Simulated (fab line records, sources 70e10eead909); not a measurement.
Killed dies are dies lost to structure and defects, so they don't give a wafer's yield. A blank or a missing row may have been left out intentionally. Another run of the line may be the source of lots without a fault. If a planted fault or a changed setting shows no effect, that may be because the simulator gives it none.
Chamber matching + flow nand harc + 4 sister chambers for NHARC_P_M0_ETCH_34 on rie diel-13
The step etches the open film in N2/H2, target depth 40 nm, overetch 12 nm, time 43.94 s. 16 wafers are shown with their chamber, then 8 later ones without.

== WAFERS PAIRED WITH THEIR CHAMBERS ==
| wafer  | chamber | drypump motor current A (A) | showerhead plenum p Torr (Torr) | rf vpp V (V) |
|--------|---------|-----------------------------|---------------------------------|--------------|
| L185.4 | 2       | 6.0                         | 2.15                            | 433.0        |
| L185.5 | 0       | 5.8                         | 2.05                            | 431.1        |
| L185.6 | 3       | 5.2                         | 2.11                            | 432.7        |
| L186.2 | 2       | 6.0                         | 2.14                            | 434.4        |
| L186.3 | 3       | 5.2                         | 2.11                            | 432.7        |
| L186.6 | 2       | 6.0                         | 2.15                            | 433.0        |
| L198.4 | 2       | 6.0                         | 2.14                            | 432.6        |
| L198.5 | 2       | 6.0                         | 2.14                            | 433.1        |
| L198.6 | 3       | 5.2                         | 2.10                            | 432.6        |
| L202.1 | 1       | 6.1                         | 2.10                            | 433.2        |
| L202.2 | 0       | 5.8                         | 2.04                            | 430.4        |
| L202.6 | 2       | 6.0                         | 2.14                            | 432.9        |
| L203.3 | 2       | 6.1                         | 2.13                            | 432.7        |
| L203.4 | 1       | 6.1                         | 2.10                            | 432.3        |
| L203.5 | 1       | 6.1                         | 2.10                            | 430.7        |
| L204.3 | 0       | 5.8                         | 2.04                            | 429.7        |

SIGNATURES (means of the wafers above)
| reading                  | chamber 0 | chamber 1 | chamber 2 | chamber 3 | scatter within a chamber |
|--------------------------|-----------|-----------|-----------|-----------|--------------------------|
| drypump motor current A  | 5.800     | 6.100     | 6.014     | 5.200     | 0.0267                   |
| showerhead plenum p Torr | 2.0433    | 2.1000    | 2.1414    | 2.1067    | 0.00591                  |
| rf vpp V                 | 430.400   | 432.067   | 433.100   | 432.667   | 0.728                    |
Rule: a wafer's distance from a chamber is the root of the sum, over the readings, of the square of ((its reading less the chamber's mean) divided by the reading's scatter). If the next closest chamber is less than 2 further off than the closest, the wafer can't be placed; otherwise it belongs to the closest. The scatter: take each reading less its chamber's mean, square it, sum over the shown wafers, divide by the number of wafers less the number of chambers, and take the root.

== WAFERS WHOSE CHAMBER IS MISSING ==
| wafer  | drypump motor current A (A) | showerhead plenum p Torr (Torr) | rf vpp V (V) |
|--------|-----------------------------|---------------------------------|--------------|
| L204.4 | 6.0                         | 2.13                            | 432.0        |
| L204.5 | 6.1                         | 2.10                            | 432.8        |
| L206.2 | 6.1                         | 2.10                            | 431.4        |
| L206.5 | 6.1                         | 2.10                            | 432.3        |
| L206.6 | 6.0                         | 2.13                            | 433.1        |
| L207.1 | 5.2                         | 2.10                            | 432.9        |
| L207.3 | 5.8                         | 2.04                            | 430.3        |
| L207.6 | 6.1                         | 2.10                            | 431.5        |

== EACH ONE'S CHAMBER ==
| wafer  | from the rows above | in truth |
|--------|---------------------|----------|
| L204.4 | 2                   | 2        |
| L204.5 | 1                   | 1        |
| L206.2 | 1                   | 1        |
| L206.5 | 1                   | 1        |
| L206.6 | 2                   | 2        |
| L207.1 | 3                   | 3        |
| L207.3 | 0                   | 0        |
| L207.6 | 1                   | 1        |
8 of 8 placed correctly. From these rows, 0 cannot be placed. 0 placed wrongly.
